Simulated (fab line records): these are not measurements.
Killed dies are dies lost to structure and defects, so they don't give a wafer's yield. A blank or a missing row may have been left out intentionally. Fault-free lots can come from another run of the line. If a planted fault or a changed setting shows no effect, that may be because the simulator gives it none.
Chamber matching | flow nand-harc | NHARC_A_WL_FILL_STRIP_29 on rie-diel-12 has 4 sister chambers
The step strips in O2, time 20 s. 14 wafers are shown with their chamber, then 6 later ones without.

WAFERS PAIRED WITH THEIR CHAMBERS
wafer  | chamber | oes-product-au (a.u.) | rf-vpp-V (V) | throttle-valve-pct (%)
L289.1 | 3       | 1.006                 | 56.6         | 17.036
L289.2 | 1       | 0.998                 | 58.6         | 17.030
L289.5 | 3       | 1.001                 | 57.7         | 17.054
L294.2 | 1       | 0.996                 | 55.6         | 17.038
L294.5 | 3       | 1.006                 | 57.4         | 17.028
L294.6 | 2       | 1.004                 | 58.1         | 17.040
L296.2 | 3       | 1.005                 | 59.1         | 17.037
L296.5 | 3       | 0.998                 | 58.2         | 17.023
L296.6 | 0       | 0.996                 | 58.9         | 17.040
L298.1 | 2       | 1.005                 | 57.9         | 17.037
L298.2 | 0       | 0.992                 | 59.5         | 17.031
L298.3 | 1       | 0.998                 | 55.9         | 17.050
L303.3 | 2       | 0.998                 | 57.3         | 17.032
L303.5 | 1       | 0.993                 | 56.3         | 17.047

SIGNATURES (averages over the wafers above)
reading            | chamber 0 | chamber 1 | chamber 2 | chamber 3 | scatter within a chamber
oes-product-au     | 0.99400   | 0.99625   | 1.00233   | 1.00320   | 0.00323
rf-vpp-V           | 59.200    | 56.600    | 57.767    | 57.800    | 0.978
throttle-valve-pct | 17.03550  | 17.04125  | 17.03633  | 17.03560  | 0.00937
Rule: a wafer's distance from a chamber is the root of the sum, over the readings, of the square of ((its reading less the chamber's mean) divided by the reading's scatter). The wafer belongs to the nearest chamber; if the next one is less than 2 further off, it can't be placed. The scatter: the root of (the sum of the squares of (reading less its chamber's mean) over the shown wafers, divided by (wafers less chambers)).

WAFERS MISSING THEIR CHAMBER
wafer  | oes-product-au (a.u.) | rf-vpp-V (V) | throttle-valve-pct (%)
L303.6 | 0.995                 | 58.7         | 17.031
L306.3 | 0.996                 | 57.7         | 17.031
L306.5 | 1.003                 | 58.5         | 17.025
L309.3 | 0.995                 | 59.3         | 17.023
L309.4 | 0.999                 | 56.2         | 17.049
L309.6 | 0.998                 | 57.3         | 17.036

WHICH CHAMBER EACH WENT THROUGH
wafer  | from the rows above               | in truth
L303.6 | can't be placed: 0 or 1 or 2 or 3 | 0
L306.3 | can't be placed: 1 or 0 or 2 or 3 | 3
L306.5 | can't be placed: 3 or 2 or 0 or 1 | 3
L309.3 | can't be placed: 0 or 2 or 3      | 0
L309.4 | can't be placed: 1 or 2 or 3      | 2
L309.6 | can't be placed: 1 or 2 or 3 or 0 | 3
Correct placement for 0 of the 6. Not placeable from these rows: 6 (in 6, the candidates include the true chamber). Wrongly placed: 0.
